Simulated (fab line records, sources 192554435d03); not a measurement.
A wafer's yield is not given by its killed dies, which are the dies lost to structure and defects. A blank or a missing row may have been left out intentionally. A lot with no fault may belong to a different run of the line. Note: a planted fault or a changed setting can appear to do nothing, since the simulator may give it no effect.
Split-lot trial -- flow n5Finfet -- 7 lots, 21 wafers read, on a route of 1938 steps

THE SPLIT
At N5_BEOL_M2_EXPOSE_08 (exposes mask M2), the setting doseMj was moved away from the recipe's 41.25 on 4 of the 21 wafers read, by -6.8% to +4.7%. This setting was run at the recipe's value on the other wafers.

FROM THE SPLIT TO THE READING: what the file shows between them, 5 steps
- N5_BEOL_M2_PEB_09: peb time 60 s
- N5_BEOL_M2_DEVELOP_10: develop time 30 s
- N5_BEOL_M2_DESCUM_16: chemistry O2, time 7 s
- N5_BEOL_M2_ETCH_74: etches underlayer in N2/H2, target depth 6.5 nm, time 5.2 s
- N5_BEOL_M2_ETCH_63: etches SiARC in CF4, target depth 15.6 nm, time 26 s

THE READING
BEOL_M2.cdOffsetNm (the simulator's own value, which no gauge read), in nm, at N5_BEOL_M2_ETCH_64 (etches SOC in N2/H2, target depth 75 nm, overetch 22.5 nm, time 121.9 s). No usual value for it is given in the file. Here, 17 wafers ran the recipe; their average is -0.0 nm with a standard deviation of 0.34 nm.

wafer,"tool, chamber at the split",doseMj as run,against the recipe,"BEOL_M2.cdOffsetNm, nm",against lot-mates on the recipe
L079.2,"euvScanner-01, 0",41.25,recipe,-0.4,-
L079.4,"euvScanner-01, 0",41.25,recipe,-0.4,-
L079.3,"euvScanner-01, 0",41.25,recipe,-0.2,-
L081.3,"euvScanner-02, 0",41.25,recipe,-0.2,-
L081.5,"euvScanner-02, 0",43.18,+4.7%,0.8,+0.9
L081.6,"euvScanner-02, 0",41.25,recipe,0,-
L085.1,"euvScanner-02, 0",41.25,recipe,0,-
L085.4,"euvScanner-02, 0",41.25,recipe,0,-
L085.6,"euvScanner-02, 0",41.25,recipe,0.6,-
L088.2,"euvScanner-01, 0",41.25,recipe,-0.2,-
L088.3,"euvScanner-01, 0",41.25,recipe,-0.4,-
L088.4,"euvScanner-01, 0",39.89,-3.3%,-1.2,-0.9
L089.2,"euvScanner-01, 0",41.25,recipe,0,-
L089.5,"euvScanner-01, 0",38.44,-6.8%,-1.4,-1.3
L089.6,"euvScanner-01, 0",41.25,recipe,-0.2,-
L094.2,"euvScanner-01, 0",41.25,recipe,0.6,-
L094.3,"euvScanner-01, 0",41.25,recipe,0.6,-
L094.4,"euvScanner-01, 0",40.47,-1.9%,0,-0.6
L096.1,"euvScanner-01, 0",41.25,recipe,0.4,-
L096.2,"euvScanner-01, 0",41.25,recipe,0,-
L096.4,"euvScanner-01, 0",41.25,recipe,-0.2,-

THE FIT
A straight line over all 21 wafers: BEOL_M2.cdOffsetNm changes by +0.207 nm for each +1% of doseMj; r = +0.77; the points scatter about the line by 0.35 nm.
The same after taking each lot's own level away (the mean of its wafers on the recipe; 21 wafers): +0.206 nm for each +1%; r = +0.92; scatter 0.18 nm.
On that fit, the largest move of doseMj shifts the reading by 1.4 nm.
Measured against the standard deviation above, the lots' own levels, which go from -0.33 to 0.60 nm, span 2.8 times it.
So the lot-to-lot level blurs the effect unless lot-mates are compared.
Check: for one of the wafers moved furthest among these (-6.8%), held out of the fit, the line's prediction against its lot-mates is -1.58 nm. It came out at -1.3 nm against them.

OTHER SPLITS ON THESE WAFERS
Other splits were also applied to these wafers ahead of the reading. Each is held against what the fit with the lots' levels taken away leaves over:
other split on the same wafers,wafers away from the commonest value,r with BEOL_M2.cdOffsetNm (lot level and that fit taken away)
N5_MOL_CONTACT_COAG_ETCH_47 overEtchFrac,11,-0.30
N5_BEOL_M0_SAQP_PECVD_03 timeS,6,+0.41
N5_BEOL_M0_SAQP_COAT_08 spinRpm,8,+0.29
N5_BEOL_M0_ETCH_128 sourceW,4,-0.27
N5_BEOL_M2_COAT_62 spinRpm,5,+0.05

THE WHOLE CHAIN: every reading that the file lists as answering this split, in the file's order
step,what it does,reading,change (the file's fit),r (the file's)
N5_BEOL_M2_ETCH_74,"etches underlayer in N2/H2, target depth 6.5 nm, time 5.2 s","BEOL_M2.cdOffsetNm (the simulator's own value, which no gauge read)",+0.17 nm for each +1% of the setting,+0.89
N5_BEOL_M2_ETCH_64,"etches SOC in N2/H2, target depth 75 nm, overetch 22.5 nm, time 121.9 s","BEOL_M2.cdOffsetNm (the simulator's own value, which no gauge read)",+0.207 nm for each +1% of the setting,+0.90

FILE'S OWN FIT
BEOL_M2.cdOffsetNm changes by +0.207 nm for each +1% of doseMj, r = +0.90.
